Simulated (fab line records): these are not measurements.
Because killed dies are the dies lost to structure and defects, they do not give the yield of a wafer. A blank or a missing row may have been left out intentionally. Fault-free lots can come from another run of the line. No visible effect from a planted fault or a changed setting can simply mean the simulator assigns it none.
fab line records	flow n5Finfet
record: lots: 5	wafers: 15	lastDay: 17
route steps=1938 shown DUMMY_GATE@242 SPACER0@258 SD_EPI_N@262 PASSIVATION@1936
lots with no fault: from the same line, run without faults
startH: start of the lot's first displayed wafer, in hours after the record's first day	waitH: how many hours have passed since the lot's step before this one	" identical to the entry in the row above	L1.1+2: several wafers, shown together as one row	- value missing, or start not given	* or withheld: withheld	< > ~ a bound
route shown NAME@n: names a module that has steps shown in the file, with the first one's number in the route	usual: mean and standard deviation over wafers with no fault	same: alike in all rows	chamber/n: place in a boat	sites: per-site readings	_std_site: the standard deviation of these	_edge_site: inner sites' mean taken away from outer sites' mean	radiusMm: for every site, how far away it sits from the centre of the wafer	mask NAME#n: copy n	behind: tool/chamber where the wafer was last shaped	hold: the reason the lot was held/the length of the hold in hours/how it ended	device: whichever transistor did not switch (one of n, p or np)	end of line: the route-end tests of the same wafers	a step with no rows: only its recipe	killed: not the wafer's yield, but the dies lost to structure and defects at the first sort	map: a wafer's dies, x killed, . not, _ none there
set.NAME: the run value of the setting; set.NAME@STEP: its run value at that earlier step	model.NAME: the simulator's own value behind a step, which no gauge read
certain route steps with their lots: each step a table, each wafer a row
services: a tool's chamber out of use, with start hour (startH, from the record's first day; less than 0 if before it), hours out, and reason
== steps ==
step: N5_DUMMY_GATE_CD_MEAS_50
recipe: targetCdNm: 14
usual: cdNm: 14.0/0.39
lot.wafer	tool	chamber	startH	waitH	cdNm
L388.3	cdSem-03	-	66.57	0.0	14.0
L388.4	"	-	"	"	14.0
L388.6	"	-	"	"	14.2
L391.1	cdSem-02	-	82.38	0.0	13.6
L391.4	"	-	"	"	13.5
L391.5	"	-	"	"	14.1
L393.1	cdSem-03	-	96.54	0.0	14.2
L393.4	"	-	"	"	13.8
L393.5	"	-	"	"	14.7
L399.1	cdSem-01	-	130.74	0.0	14.2
L399.3	"	-	"	"	13.3
L399.5	"	-	"	"	14.3
L408.1	cdSem-01	-	184.16	0.0	14.4
L408.2	"	-	"	"	14.6
L408.5	"	-	"	"	14.8
step: N5_DUMMY_GATE_ETCH_31
recipe: chemistry: C4F6/O2	target: SiO2	maskMaterial: SOC	targetDepthA: 825	timeS: 27.5	ionEnergyEv: 250	pressureMtorr: 30	sourceW: 345	biasW: 185	Ar_flow_sccm: 300	C4F6_flow_sccm: 10	O2_flow_sccm: 10
step: N5_DUMMY_GATE_STRIP_41
recipe: chemistry: O2	powerW: 400	tempC: 40	pressureMtorr: 30	rfFrequencyHz: 6e+07	biasPowerW: 0	overashFraction: 0.3	o2FlowSccm: 225
usual: drypumpMotorCurrentA: 5.75/0.25	oesProductAu: 0.79/0.085	rfVppV: 3.7/0.49	showerheadPlenumPTorr: 2.10/0.066	tempC: 40.00/0.1	throttleValvePct: 16.72/0.2
lot.wafer	tool	chamber	startH	waitH	drypumpMotorCurrentA	oesProductAu	rfHoursCounterH	rfVppV	showerheadPlenumPTorr	tempC	throttleValvePct
L388.3	rieDiel-06	0	66.66	0.0	5.85	0.76	117	4.2	2.11	39.89	16.86
L388.4	"	3	"	"	5.79	1.00	4	3.1	2.15	40.05	16.77
L388.6	"	0	"	"	5.84	0.75	-	2.9	2.11	39.91	16.83
L391.1	rieDiel-06	1	82.48	0.0	5.90	0.76	142	4.4	2.21	39.96	16.81
L391.4	"	3	"	"	5.78	0.97	-	3.0	2.15	40.08	16.78
L391.5	"	0	"	"	5.82	0.75	-	4.1	2.11	39.88	16.83
L393.1	rieDiel-06	3	96.85	0.0	5.78	0.95	14	3.2	2.15	40.02	16.78
L393.4	"	0	"	"	5.83	0.74	127	3.5	2.10	39.93	16.84
L393.5	"	2	"	"	5.53	0.72	-	4.5	2.09	40.32	16.65
L399.1	rieDiel-03	0	130.84	0.0	5.41	0.72	181	3.3	2.07	40.00	16.69
L399.3	"	1	"	"	6.22	0.72	173	3.5	2.01	40.15	16.87
L399.5	"	1	"	"	6.21	0.72	-	3.4	2.01	40.06	16.85
L408.1	rieDiel-05	2	184.26	0.0	5.56	0.85	57	4.0	2.12	40.08	16.45
L408.2	"	0	"	"	5.84	0.76	147	4.0	2.02	39.98	16.93
L408.5	"	2	"	"	5.56	0.84	-	3.2	2.12	40.10	16.47
step: N5_DUMMY_GATE_HM_OPEN_21
recipe: chemistry: CH3F/O2	target: SiNx	targetDepthA: 1200	Ar_flow_sccm: 150	CH3F_flow_sccm: 30	O2_flow_sccm: 23	timeS: 171.4	pressureMtorr: 30	sourceW: 395	biasW: 73	ionEnergyEv: 120.7
step: N5_DUMMY_GATE_ETCH_32
recipe: chemistry: CF4	target: SiO2	targetDepthA: 35	timeS: 3.9	ionEnergyEv: 350	pressureMtorr: 10	icpW: 800	biasW: 400	cf4FlowSccm: 80
usual: drypumpMotorCurrentA: 5.7/0.46	oesProductAu: 1.009/0.021	throttleValvePct: 21.8/0.32
lot.wafer	tool	chamber	startH	waitH	drypumpMotorCurrentA	oesProductAu	rfHoursCounterH	throttleValvePct
L388.3	rieSi-01	2	66.86	0.1	5.6	1.070	157	21.4
L388.4	"	0	"	"	6.0	0.984	128	21.2
L388.6	"	3	"	"	5.5	0.989	-	21.7
L391.1	rieSi-04	3	82.68	0.1	5.7	0.982	117	22.4
L391.4	"	0	"	"	6.0	1.006	181	21.7
L391.5	"	1	"	"	5.8	1.004	-	21.9
L393.1	rieSi-01	0	97.05	0.1	6.0	0.986	128	21.2
L393.4	"	2	"	"	5.7	1.055	157	21.4
L393.5	"	1	"	"	5.2	1.000	-	21.5
L399.1	rieSi-04	3	131.04	0.1	5.7	0.987	118	22.4
L399.3	"	0	"	"	6.0	1.006	182	21.7
L399.5	"	0	"	"	6.0	1.002	-	21.7
L408.1	rieSi-04	3	184.46	0.1	5.7	0.975	119	22.4
L408.2	"	0	"	"	6.0	1.009	183	21.7
L408.5	"	2	"	"	5.4	1.014	-	22.0
step: N5_DUMMY_GATE_ETCH_23
recipe: chemistry: HBr/Cl2/O2	HBr_flow_sccm: 150	Cl2_flow_sccm: 80	O2_flow_sccm: 12	biasW: 102	targetDepthA: 410	timeS: 22.3	target: poly-Si	maskMaterial: SiO2	pressureMtorr: 10	icpW: 800
step: N5_DUMMY_GATE_ETCH_44
recipe: chemistry: HBr/O2	overEtchFrac: 0.7	targetDepthA: 1275	stopOn: SiO2	ionEnergyEv: 60	biasW: 20	target: poly-Si	maskMaterial: SiO2	pressureMtorr: 20	icpW: 400	HBr_flow_sccm: 120	O2_flow_sccm: 10
step: N5_DUMMY_GATE_CD_MEAS_24
recipe: targetCdNm: 15
usual: cdNm: 14.9/0.45
lot.wafer	tool	chamber	startH	waitH	cdNm
L388.3	cdSem-01	-	67.07	0.1	14.6
L388.4	"	-	"	"	14.6
L388.6	"	-	"	"	15.1
L391.1	cdSem-02	-	82.88	0.1	14.1
L391.4	"	-	"	"	14.3
L391.5	"	-	"	"	15.7
L393.1	cdSem-03	-	97.25	0.1	15.3
L393.4	"	-	"	"	14.6
L393.5	"	-	"	"	15.9
L399.1	cdSem-01	-	131.24	0.1	14.8
L399.3	"	-	"	"	14.7
L399.5	"	-	"	"	15.1
L408.1	cdSem-03	-	184.66	0.1	15.4
L408.2	"	-	"	"	15.4
L408.5	"	-	"	"	15.5
step: N5_DUMMY_GATE_ETCH_42
recipe: chemistry: CHF3/O2	target: SiO2	targetDepthA: 35	timeS: 31	ionEnergyEv: 30	biasW: 12	pressureMtorr: 30	sourceW: 600	Ar_flow_sccm: 200	CHF3_flow_sccm: 50	O2_flow_sccm: 5
usual: drypumpMotorCurrentA: 5.74/0.27	oesProductAu: 0.77/0.083	rfVppV: 42.5/0.98	showerheadPlenumPTorr: 2.41/0.066	throttleValvePct: 18.86/0.19
lot.wafer	tool	chamber	startH	waitH	drypumpMotorCurrentA	oesProductAu	rfHoursCounterH	rfVppV	showerheadPlenumPTorr	throttleValvePct
L388.3	rieDiel-05	1	67.30	0.2	5.73	0.76	126	42.7	2.40	18.35
L388.4	"	3	"	"	6.13	0.67	-	42.6	2.29	19.28
L388.6	"	2	"	"	5.57	0.92	-	43.2	2.46	18.59
L391.1	rieDiel-06	0	83.08	0.2	5.82	0.76	122	40.7	2.42	18.98
L391.4	"	1	"	"	5.90	0.77	-	43.0	2.51	18.85
L391.5	"	3	"	"	5.79	0.97	-	42.3	2.47	18.90
L393.1	rieDiel-05	3	97.30	0.0	6.12	0.66	242	43.2	2.28	19.29
L393.4	"	2	"	"	5.59	0.91	33	43.2	2.45	18.61
L393.5	"	3	"	"	6.10	0.67	-	42.3	2.28	19.27
L399.1	rieDiel-05	0	131.29	0.0	5.83	0.78	129	43.6	2.32	19.00
L399.3	"	1	"	"	5.75	0.75	145	42.7	2.40	18.41
L399.5	"	2	"	"	5.60	0.89	-	42.4	2.45	18.63
L408.1	rieDiel-06	2	184.77	0.1	5.50	0.69	210	41.2	2.37	18.67
L408.2	"	0	"	"	5.83	0.74	153	41.4	2.41	19.03
L408.5	"	2	"	"	5.51	0.69	-	41.8	2.37	18.63
step: N5_DUMMY_GATE_STRIP_48
recipe: chemistry: N2/H2	timeS: 20	powerW: 100	tempC: 40	pressureMtorr: 100	rfFrequencyHz: 6e+07	biasPowerW: 3	n2FlowSccm: 300	h2FlowSccm: 300
usual: drypumpMotorCurrentA: 5.75/0.27	oesProductAu: 0.77/0.08	rfVppV: 45.4/0.76	showerheadPlenumPTorr: 3.37/0.092	tempC: 40.00/0.1	throttleValvePct: 12.29/0.17
lot.wafer	tool	chamber	startH	waitH	drypumpMotorCurrentA	oesProductAu	rfHoursCounterH	rfVppV	showerheadPlenumPTorr	tempC	throttleValvePct
L388.3	rieDiel-05	1	67.35	0.0	5.76	0.77	126	45.6	3.37	40.02	11.94
L388.4	"	3	"	"	6.11	0.69	-	45.6	3.20	40.06	12.71
L388.6	"	2	"	"	5.62	0.90	-	45.1	3.44	40.19	11.92
L391.1	rieDiel-06	0	83.12	0.0	5.84	0.75	122	44.6	3.37	39.87	12.31
L391.4	"	1	"	"	5.87	0.75	-	44.7	3.53	39.90	12.29
L391.5	"	3	"	"	5.82	0.97	-	45.4	3.46	39.93	12.10
L393.1	rieDiel-05	3	97.34	0.0	6.12	0.68	242	46.3	3.19	39.98	12.73
L393.4	"	2	"	"	5.60	0.88	33	45.6	3.44	39.96	11.93
L393.5	"	3	"	"	6.15	0.67	-	45.2	3.19	39.86	12.75
L399.1	rieDiel-05	0	131.33	0.0	5.85	0.77	129	43.7	3.25	39.96	12.28
L399.3	"	1	"	"	5.73	0.74	145	44.5	3.36	40.01	12.00
L399.5	"	2	"	"	5.59	0.87	-	44.5	3.43	39.98	11.95
L408.1	rieDiel-06	2	184.82	0.0	5.54	0.71	210	45.8	3.36	40.07	12.30
L408.2	"	0	"	"	5.86	0.73	153	45.7	3.35	40.06	12.38
L408.5	"	2	"	"	5.52	0.70	-	45.2	3.36	40.07	12.30
step: N5_DUMMY_GATE_PRECLEAN_33
recipe: chemistry: dHF	timeS: 10	dilution: 750:1	tempC: 25
step: N5_DUMMY_GATE_PRECLEAN_25
recipe: chemistry: O3/DIW	timeS: 45	tempC: 22	o3Ppm: 10
step: N5_DUMMY_GATE_PRECLEAN_51
recipe: chemistry: SC2	timeS: 45	tempC: 35	mix: 1:1:50
usual: tempC: 35.01/0.11
lot.wafer	tool	chamber	startH	waitH	tempC
L388.3	wetBench-04	2	67.45	0.0	35.11
L388.4	"	4	"	"	34.87
L388.6	"	7	"	"	35.01
L391.1	wetBench-01	4	83.23	0.0	35.01
L391.4	"	5	"	"	35.05
L391.5	"	1	"	"	34.86
L393.1	wetBench-01	2	97.44	0.0	34.84
L393.4	"	0	"	"	34.98
L393.5	"	3	"	"	35.13
L399.1	wetBench-05	2	131.43	0.0	35.01
L399.3	"	6	"	"	35.00
L399.5	"	0	"	"	34.90
L408.1	wetBench-05	3	184.92	0.0	34.83
L408.2	"	0	"	"	34.91
L408.5	"	7	"	"	34.93
step: N5_DUMMY_GATE_SRD_26
recipe: dry: ipaMarangoni	timeS: 30	tempC: 23	rinseLiquid: diw
step: N5_DUMMY_GATE_UV_OZONE_45
recipe: timeS: 120	pressureTorr: 760	tempC: 25
step: N5_DUMMY_GATE_INSPECT_27
recipe: inspectInstrument: brightfield	mode: aei
usual: rawDefectCount: 309/76
lot.wafer	tool	chamber	startH	waitH	rawDefectCount
L388.3	defectInspect-02	-	67.54	0.0	265
L388.4	"	-	"	"	192
L388.6	"	-	"	"	251
L391.1	defectInspect-01	-	83.31	0.0	248
L391.4	"	-	"	"	290
L391.5	"	-	"	"	386
L393.1	defectInspect-02	-	97.53	0.0	1334
L393.4	"	-	"	"	1498
L393.5	"	-	"	"	1389
L399.1	defectInspect-01	-	131.52	0.0	330
L399.3	"	-	"	"	374
L399.5	"	-	"	"	411
L408.1	defectInspect-02	-	185.01	0.0	295
L408.2	"	-	"	"	332
L408.5	"	-	"	"	235
step: N5_SPACER0_ALD_07
recipe: material: SiNx	targetThkA: 20	tempC: 400	aldPrecursorFamily: SiH2I2	aldCoReactant: N2/H2-plasma	pressureTorr: 2
usual: heaterPowerW: 810/83
lot.wafer	tool	chamber	startH	waitH	heaterPowerW
L388.3	aldSin-02	3	67.57	0.0	727
L388.4	"	0	"	"	958
L388.6	"	3	"	"	751
L391.1	aldSin-03	0	83.35	0.0	733
L391.4	"	2	"	"	842
L391.5	"	3	"	"	800
L393.1	aldSin-04	0	99.57	2.0	908
L393.4	"	2	"	"	837
L393.5	"	0	"	"	909
L399.1	aldSin-04	3	131.56	0.0	713
L399.3	"	1	"	"	832
L399.5	"	1	"	"	835
L408.1	aldSin-03	1	186.38	1.4	857
L408.2	"	2	"	"	828
L408.5	"	2	"	"	837
step: N5_SPACER0_ALD_00
recipe: material: SiOCN	targetThkA: 35	tempC: 400	aldPrecursorFamily: alkyl-aminosilane	aldCoReactant: O2/N2-plasma	pulseTimeS: 3	purgeTimeS: 2	coReactantPurgeTimeS: 2	aldCycles: 58	pressureTorr: 2
step: N5_SPACER0_ALD_08
recipe: material: SiNx	targetThkA: 20	tempC: 400	aldPrecursorFamily: SiH2I2	aldCoReactant: N2/H2-plasma	pressureTorr: 2
step: N5_SPACER0_INSPECT_04
recipe: inspectInstrument: darkfield	mode: postDep
usual: rawDefectCount: 147/35
lot.wafer	tool	chamber	startH	waitH	rawDefectCount
L388.3	defectInspect-01	-	68.14	0.1	104
L388.4	"	-	"	"	102
L388.6	"	-	"	"	132
L391.1	defectInspect-01	-	83.91	0.1	106
L391.4	"	-	"	"	132
L391.5	"	-	"	"	167
L393.1	defectInspect-02	-	100.14	0.1	1293
L393.4	"	-	"	"	1351
L393.5	"	-	"	"	1248
L399.1	defectInspect-02	-	132.12	0.1	125
L399.3	"	-	"	"	146
L399.5	"	-	"	"	164
L408.1	defectInspect-02	-	187.11	0.3	137
L408.2	"	-	"	"	153
L408.5	"	-	"	"	175
step: N5_SD_EPI_N_COAT_32
recipe: resist: SOC	tempC: 250	timeS: 60	spinRpm: 1500	resistThkNm: 350
step: N5_SD_EPI_N_COAT_33
recipe: resist: SiARC	tempC: 220	timeS: 60	spinRpm: 1500	resistThkNm: 35
step: N5_SD_EPI_N_COAT_03
recipe: resist: CAR-ArF-block	spinRpm: 1500	resistThkNm: 150
step: N5_SD_EPI_N_EBR_05
recipe: solvent: PGMEA	ebrWidthMm: 1.5
step: N5_SD_EPI_N_SOFTBAKE_04
recipe: tempC: 110	timeS: 60	resist: CAR-ArF-block
step: N5_SD_EPI_N_EXPOSE_06
recipe: maskId: SD_N_BLK	na: 1.35	sourceShape: conventional	sigmaOuter: 0.8	polarization: unpolarized	targetCdNm: 120	doseMj: 39.75
step: N5_SD_EPI_N_PEB_07
recipe: pebTempC: 110	pebTimeS: 60	resist: CAR-ArF-block
step: N5_SD_EPI_N_DEVELOP_08
recipe: developTimeS: 30	developer: TMAH	resist: CAR-ArF-block	devTempC: 23	rinseLiquid: diw	dry: airSpin
step: N5_SD_EPI_N_CD_MEAS_09
recipe: targetCdNm: 120	landingEnergyEv: 500	detector: seInlens
usual: cdNm: 119.9/0.61
lot.wafer	tool	chamber	startH	waitH	cdNm
L388.3	cdSem-02	0	68.42	-	120.3
L388.4	"	0	"	"	120.3
L388.6	"	0	"	"	121.0
L391.1	cdSem-02	0	84.31	-	118.7
L391.4	"	0	"	"	120.0
L391.5	"	0	"	"	119.7
L393.1	cdSem-01	0	100.53	-	121.0
L393.4	"	0	"	"	120.2
L393.5	"	0	"	"	120.6
L399.1	cdSem-03	0	132.40	-	119.8
L399.3	"	0	"	"	119.6
L399.5	"	0	"	"	119.8
L408.1	cdSem-03	0	187.38	-	118.6
L408.2	"	0	"	"	118.9
L408.5	"	0	"	"	119.6
step: N5_SD_EPI_N_OVL_MEAS_10
recipe: pointsPerWafer: 44
usual: SD_N_BLK_OVL: -0.5/0.68
lot.wafer	tool	chamber	startH	waitH	SD_N_BLK_OVL[nm]
L388.3	overlay-01	0	68.45	0.0	-0.7
L388.4	"	0	"	"	0.0
L388.6	"	0	"	"	0.5
L391.1	overlay-02	0	84.34	0.0	-1.1
L391.4	"	0	"	"	-0.9
L391.5	"	0	"	"	-0.7
L393.1	overlay-02	0	100.56	0.0	-0.1
L393.4	"	0	"	"	-1.1
L393.5	"	0	"	"	-0.6
L399.1	overlay-02	0	132.43	0.0	-1.0
L399.3	"	0	"	"	-0.9
L399.5	"	0	"	"	-0.6
L408.1	overlay-01	0	187.41	0.0	-0.8
L408.2	"	0	"	"	-0.6
L408.5	"	0	"	"	0.8
step: N5_SD_EPI_N_INSPECT_11
recipe: mode: adi	inspectInstrument: macro
usual: rawDefectCount: 2.0/1.3
lot.wafer	tool	chamber	startH	waitH	rawDefectCount
L388.3	defectInspect-02	-	68.47	0.0	0
L388.4	"	-	"	"	0
L388.6	"	-	"	"	3
L391.1	defectInspect-02	-	84.37	0.0	0
L391.4	"	-	"	"	2
L391.5	"	-	"	"	2
L393.1	defectInspect-02	-	100.59	0.0	>300
L393.4	"	-	"	"	>300
L393.5	"	-	"	"	>300
L399.1	defectInspect-01	-	132.45	0.0	1
L399.3	"	-	"	"	2
L399.5	"	-	"	"	5
L408.1	defectInspect-02	-	187.43	0.0	1
L408.2	"	-	"	"	1
L408.5	"	-	"	"	4
step: N5_SD_EPI_N_DESCUM_14
recipe: chemistry: O2	timeS: 7.9	sourcePowerW: 50	biasPowerW: 20	pressureMtorr: 20	rfFrequencyHz: 2.712e+07	tempC: 40	resist: CAR-ArF-block	o2FlowSccm: 225
step: N5_PASSIVATION_PROBE_49
usual: killed_at_M0_to_M3: 33/9.1	killed_at_M4_up: 14/5.6	killedAtContacts: 13/5.7	killedAtFrontEnd: 42/12	killedAtOther: 4/3	killedDies: 105/16	killedOpen: 69/11	killedShort: 34/7.5
same: grossDies: 1180	killedAtBackSide: 0
lot.wafer	tool	chamber	startH	waitH	killed_at_M0_to_M3	killed_at_M4_up	killedAtContacts	killedAtFrontEnd	killedAtOther	killedDies	killedOpen	killedShort
L388.3	prober-01	-	274.16	0.1	35	17	10	42	4	108	70	34
L388.4	prober-01	-	274.21	0.2	43	19	6	32	1	101	71	30
L388.6	prober-01	-	274.31	0.3	58	22	6	34	2	122	80	39
L391.1	prober-01	-	300.72	0.4	41	9	14	38	6	108	68	37
L391.4	prober-01	-	300.87	0.6	25	14	17	57	7	120	79	36
L391.5	prober-01	-	300.92	0.6	25	8	13	57	1	104	62	39
L393.1	prober-02	-	309.73	0.0	38	6	15	185	1	245	61	31
L393.4	prober-02	-	309.88	0.2	22	8	6	181	1	218	41	25
L393.5	prober-02	-	309.93	0.2	48	9	7	119	3	186	68	37
L399.1	prober-01	-	344.70	0.0	29	5	18	52	9	113	84	28
L399.3	prober-01	-	344.80	0.1	35	15	21	51	4	126	86	38
L399.5	prober-01	-	344.90	0.2	28	17	14	41	2	102	63	34
killed by level:class
L388.3 BEOL_M1:geometricParticle:open=9 BEOL_M4:geometricParticle:open=8 FIN_SAQP:geometricParticle:open=7 BEOL_M2:geometricParticle:open=7 GATE_CUT:geometricParticle:short=7 FIN_SAQP:geometricParticle:short=6 STI_FIN_REVEAL:geometricParticle:open=6 BEOL_M0_SAQP:geometricParticle:short=5
L388.4 FIN_SAQP:geometricParticle:open=9 BEOL_M0_SAQP:geometricParticle:short=9 BEOL_M0_SAQP:geometricParticle:open=7 BEOL_M1:geometricParticle:open=7 BEOL_M2:geometricParticle:open=7 BEOL_M3:geometricParticle:open=6 BEOL_M4:geometricParticle:open=6 MOL_CONTACT_COAG:geometricParticle:open=5
L388.6 BEOL_M0_SAQP:geometricParticle:open=19 BEOL_M0_SAQP:geometricParticle:short=13 BEOL_M4:geometricParticle:open=11 BEOL_M2:geometricParticle:open=9 BEOL_M1:geometricParticle:open=8 STI_FIN_REVEAL:geometricParticle:open=7 GATE_CUT:geometricParticle:short=5 FIN_SAQP:geometricParticle:open=4
L391.1 MOL_CONTACT_COAG:geometricParticle:open=13 BEOL_M3:geometricParticle:open=12 BEOL_M0_SAQP:geometricParticle:open=10 BEOL_M0_SAQP:geometricParticle:short=9 FIN_SAQP:geometricParticle:short=8 FIN_SAQP:geometricParticle:open=6 BEOL_M5:geometricParticle:open=6 DUMMY_GATE:geometricParticle:open=5
L391.4 FIN_SAQP:geometricParticle:open=19 MOL_CONTACT_COAG:geometricParticle:open=14 STI_FIN_REVEAL:geometricParticle:open=12 FIN_SAQP:geometricParticle:short=9 BEOL_M0_SAQP:geometricParticle:short=5 BEOL_M2:geometricParticle:open=4 PAD_METAL:geometricParticle:short=4 STARTING-WAFER:geometricParticle:short=4
L391.5 FIN_SAQP:geometricParticle:open=16 FIN_SAQP:geometricParticle:short=14 BEOL_M0_SAQP:geometricParticle:short=12 MOL_CONTACT_COAG:geometricParticle:open=12 DUMMY_GATE:geometricParticle:open=7 STARTING-WAFER:geometricParticle:open=5 BEOL_M0_SAQP:geometricParticle:open=4 BEOL_M3:geometricParticle:open=4
L393.1 DUMMY_GATE:unspecified=152 MOL_CONTACT_COAG:geometricParticle:open=13 BEOL_M1:geometricParticle:open=11 FIN_SAQP:geometricParticle:short=6 BEOL_M3:geometricParticle:open=6 GATE_CUT:geometricParticle:open=5 BEOL_M0_SAQP:geometricParticle:short=5 STI_FIN_REVEAL:geometricParticle:open=4
L393.4 DUMMY_GATE:unspecified=152 ILD0:geometricParticle:short=5 BEOL_M2:geometricParticle:open=5 FIN_SAQP:geometricParticle:short=4 BEOL_M0_SAQP:geometricParticle:short=4 BEOL_M1:geometricParticle:open=4 FIN_SAQP:geometricParticle:open=3 STI_FIN_REVEAL:geometricParticle:open=3
L393.5 DUMMY_GATE:unspecified=79 BEOL_M0_SAQP:geometricParticle:open=15 BEOL_M0_SAQP:geometricParticle:short=10 BEOL_M3:geometricParticle:open=9 BEOL_M1:geometricParticle:open=9 FIN_SAQP:geometricParticle:open=8 FIN_SAQP:geometricParticle:short=7 STI_FIN_REVEAL:geometricParticle:open=6
L399.1 FIN_SAQP:geometricParticle:open=18 MOL_CONTACT_COAG:geometricParticle:open=15 STI_FIN_REVEAL:geometricParticle:open=11 BEOL_M1:geometricParticle:open=7 BEOL_M3:geometricParticle:open=7 FIN_SAQP:geometricParticle:short=6 BEOL_M2:geometricParticle:open=5 BEOL_M3:geometricParticle:short=5
L399.3 STI_FIN_REVEAL:geometricParticle:open=29 MOL_CONTACT_COAG:geometricParticle:open=15 BEOL_M3:geometricParticle:open=12 BEOL_M2:geometricParticle:open=8 MOL_CONTACT_COAG:geometricParticle:short=6 BEOL_M0_SAQP:geometricParticle:short=6 BEOL_M5:geometricParticle:short=5 FIN_SAQP:geometricParticle:short=3
L399.5 STI_FIN_REVEAL:geometricParticle:open=10 BEOL_M2:geometricParticle:open=10 MOL_CONTACT_COAG:geometricParticle:open=9 BEOL_M3:geometricParticle:open=8 BEOL_M4:geometricParticle:open=8 FIN_SAQP:geometricParticle:short=5 MOL_CONTACT_COAG:geometricParticle:short=5 BEOL_M4:geometricParticle:short=5
map L393.1 (x killed, . not)
_________________.......x....________________
______________xx................_____________
___________............x......x....__________
__________.......x...x....x........._________
________...x.........................x_______
_______x.......x.........x...........x.______
______................x................._____
_____x............x..............x.x.....____
____..x..........................x.xx....x___
___..........................x.x..xxxxxxxx.__
___..xx.....................x.x.xxxxxxxx...__
__x.............x.............x.xxxxxxxxxxxx_
__..................x.......xx.xxxxxxxxxxxx._
_..x..x..................x...xxxxxxxxxxxxxxxx
_.....................x..x.x..xxxxxxxxxxxxxxx
_............x...........x..xxxxxxxxxxxxxxxx.
_.......x...................xxxxxxxxxxxxxxxxx
_.....x.....................x.xxxxxxxxxxxxxxx
_x.x...x....x...........x....x.xxxxxxxxxxxx..
_............x.x.......x........xxxxxxxxxx...
_.x......x......................x..x.xxxx....
__......x.x......x....x......x.....x..x...x._
__.....x...................................._
___...xx...x.........x.....................__
___...........x...x...........x..........x.__
____.......x.............x...............x___
_____x.............................xx.x..____
______..x................xx.......x....._____
_______................x....x..x.......______
________.........................x.x.._______
__________.x.x......................_________
___________.................x..x...__________
______________.x.....x.........._____________
_________________.........x..________________
map L391.4 (x killed, . not)
_________________....x.x.....________________
______________........x........._____________
___________.......................x__________
__________...x.......x.x............_________
________.x...................x......xx_______
_______....x.........................x.______
______...x.....x.x......x..x........x..._____
_____.x........x.x....xx..x...........x..____
____x.........x....x....x.................___
___......x......................x...x......__
___....................................x...__
__..x.....x.............x.............x....._
__......x.........xx......x.x.x..x.....x...._
_......................................x.....
_......................x........x............
_..x.......x..x....x...x.....x......x....x...
_....x..........x.....x...x..................
_x.....x.........xx.........x..x.............
_.......x.x..........xx.xx...................
_..........................x.....x.........x.
_......x...xx.xx..........x..x........xx.....
__.x....x..x.......x.x.......x.........x...._
__............x...........................xx_
___....x......................x..x........x__
___.........x.............x................__
____.....x.x........x..x..................___
_____..............................x.....____
______........x.............x..........._____
_______.....x..........................______
________....x.x...........xx.......x.._______
__________........x................._________
___________..x.....................__________
______________x...............xx_____________
_________________..........x.________________
== services ==
tool	chamber	startH	hours	kind
aldSin-04	-	48.41	6.0	pm
rieSi-04	2	53.29	3.8	repair
rieDiel-05	1	55.98	6.4	repair
rieDiel-05	0	58.55	9.7	repair
aldSin-02	-	70.28	0.8	pm
aldSin-03	1	71.10	10.7	repair
rieDiel-03	-	76.83	0.6	repair
rieSi-01	2	76.92	11.9	repair
rieDiel-06	2	78.81	9.3	repair
aldSin-03	-	86.05	14.0	pm
rieSi-04	1	93.20	8.0	repair
aldSin-02	1	93.30	6.1	repair
rieDiel-03	2	100.80	22.0	repair
rieDiel-06	1	113.13	2.7	repair
rieDiel-05	3	126.60	-	clean
rieDiel-05	3	126.60	-	consumableReplace:focusRing
rieDiel-05	3	126.60	-	consumableReplace:showerhead
aldSin-03	0	143.95	2.6	repair
rieDiel-05	2	147.57	7.4	repair
wetBench-05	-	168.33	5.9	repair
aldSin-04	-	176.75	14.0	pm
wetBench-01	-	178.81	6.6	repair
rieSi-04	-	179.37	2.8	pm
aldSin-02	0	181.20	4.4	repair
== key ==
firstSign: step: N5_DUMMY_GATE_INSPECT_27	reading: rawDefectCount	direction: up	sigmas: 14	usual: 309	struck: 1407
effect: step: N5_SPACER0_INSPECT_04	reading: rawDefectCount	direction: up	sigmas: 32	usual: 147	struck: 1297
effect: step: N5_SD_EPI_N_INSPECT_11	reading: rawDefectCount	direction: up	sigmas: 99+	usual: 2.0	struck: >300
effect: step: N5_PASSIVATION_PROBE_49	reading: killedAtFrontEnd	direction: up	sigmas: 9.8	usual: 42	struck: 162
moreKillsBornAt: N5_DUMMY_GATE_PRECLEAN_51@wetBench-01: 383
metAt N5_DUMMY_GATE_PRECLEAN_51
struckWafers L393.1,L393.4,L393.5
testerLeftOut L393
onsetBetween 83.23 97.44
alsoFits N5_DUMMY_GATE_STRIP_41:rieDiel-06,N5_DUMMY_GATE_ETCH_32:rieSi-01
fault: kind: chamberParticleSource	tool: wetBench-01	chamber: -	onsetH: 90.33	steps: N5_DUMMY_GATE_PRECLEAN_51	ratePerVisitCm2: 1.7147
testerLeftOut: of these lots the tester's yield and bins aren't shown, on N5 and GAA mostly nor the transistor test; their killed dies are dies lost to structure and defects alone, not to doping, threshold or leakage, so they don't give the yield
